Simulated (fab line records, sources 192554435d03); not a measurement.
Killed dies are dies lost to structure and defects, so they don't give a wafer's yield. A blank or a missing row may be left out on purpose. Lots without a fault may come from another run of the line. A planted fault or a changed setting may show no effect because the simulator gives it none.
Split-lot experiment | flow n5_finfet | 7 lots, 21 wafers read, on a route of 1938 steps

THE SPLIT
At N5_BEOL_M13_ILD_DEP_00 (deposits SiOC from DEMS/O2, target thk 837.92 nm, time 166.4 s), the setting time_s was moved away from the recipe's 166.4 s on 7 of the 21 wafers read, by +4.2% to +11.7%. The other wafers ran this setting at the recipe's value.

The file shows no step between the split and the reading.

THE READING
M13_ILD_THK, in nm, at N5_BEOL_M13_THK_MEAS_01. Fault-free wafers of this fab line usually give 837 nm, standard deviation 10 nm.

wafer  | tool, chamber at the split | time_s as run, s | against the recipe | M13_ILD_THK, nm | against lot-mates on the recipe
L074.1 | pecvd-02, 0                | 185.8            | +11.7%             | 925             | +87
L074.2 | pecvd-02, 2                | 166.4            | recipe             | 838             | -
L074.5 | pecvd-02, 0                | 185.8            | +11.7%             | 934             | +96
L079.1 | pecvd-04, 0                | 166.4            | recipe             | 821             | -
L079.2 | pecvd-04, 2                | 182.9            | +9.9%              | 909             | +88
L079.5 | pecvd-04, 2                | 182.9            | +9.9%              | 921             | +100
L081.2 | pecvd-02, 1                | 173.4            | +4.2%              | 867             | +15
L081.4 | pecvd-02, 0                | 166.4            | recipe             | 851             | -
L081.5 | pecvd-02, 1                | 166.4            | recipe             | 853             | -
L083.4 | pecvd-02, 2                | 178              | +7.0%              | 912             | +71
L083.5 | pecvd-02, 0                | 178              | +7.0%              | 899             | +58
L083.6 | pecvd-02, 2                | 166.4            | recipe             | 841             | -
L095.1 | pecvd-02, 2                | 166.4            | recipe             | 830             | -
L095.2 | pecvd-02, 1                | 166.4            | recipe             | 831             | -
L095.6 | pecvd-02, 2                | 166.4            | recipe             | 853             | -
L094.2 | pecvd-02, 0                | 166.4            | recipe             | 815             | -
L094.3 | pecvd-02, 1                | 166.4            | recipe             | 821             | -
L094.4 | pecvd-02, 1                | 166.4            | recipe             | 841             | -
L092.1 | pecvd-03, 2                | 166.4            | recipe             | 830             | -
L092.4 | pecvd-03, 2                | 166.4            | recipe             | 851             | -
L092.6 | pecvd-03, 1                | 166.4            | recipe             | 853             | -

THE FIT
A straight line over all 21 wafers: M13_ILD_THK changes by +8.08 nm for each +1% of time_s; r = +0.95; the points scatter about the line by 12 nm.
The same after taking each lot's own level away (the mean of its wafers on the recipe; 21 wafers): +8.55 nm for each +1%; r = +0.97; scatter 10 nm.
On that fit, the largest move of time_s shifts the reading by 1e+02 nm.
The lots' own levels span 821.0 to 852.0 nm, that is 3.1 times the standard deviation above.
So the lot-to-lot level changes the slope little: the two slopes agree.
Check: with one of the wafers moved furthest among these (+11.7%) left out of the fit, the line predicts +103 nm for it against its lot-mates. It came out at +87 nm against them.

OTHER SPLITS ON THESE WAFERS
These wafers also went through other splits before the reading. Each is held against what the fit with the lots' levels taken away leaves over:
other split on the same wafers     | wafers away from the commonest value | r with M13_ILD_THK (lot level and that fit taken away)
N5_BEOL_M9_COAT_05 spin_rpm        | 4                                    | -0.16
N5_BEOL_M10_ILD_DEP_00 time_s      | 9                                    | +0.52
N5_BEOL_M10_HM_DEP_02 target_thk_a | 7                                    | +0.06
N5_BEOL_M11_PECVD_70 temp_c        | 9                                    | -0.34
N5_BEOL_M12_COAT_65 spin_rpm       | 9                                    | +0.18

THE WHOLE CHAIN: every reading that the file lists as answering this split, in the file's order
step                    | what it does                                                   | reading                                                                             | change (the file's fit)              | r (the file's)
N5_BEOL_M13_ILD_DEP_00  | deposits SiOC from DEMS/O2, target thk 837.92 nm, time 166.4 s | SiOC_of_BEOL_M13_ILD_DEP_00.thk_nm (the simulator's own value, which no gauge read) | +8.41 nm for each +1% of the setting | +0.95
N5_BEOL_M13_THK_MEAS_01 |                                                                | M13_ILD_THK                                                                         | +8.39 for each +1% of the setting    | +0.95

THE FILE'S OWN FIT
M13_ILD_THK changes by +8.39 nm for each +1% of time_s, r = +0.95.
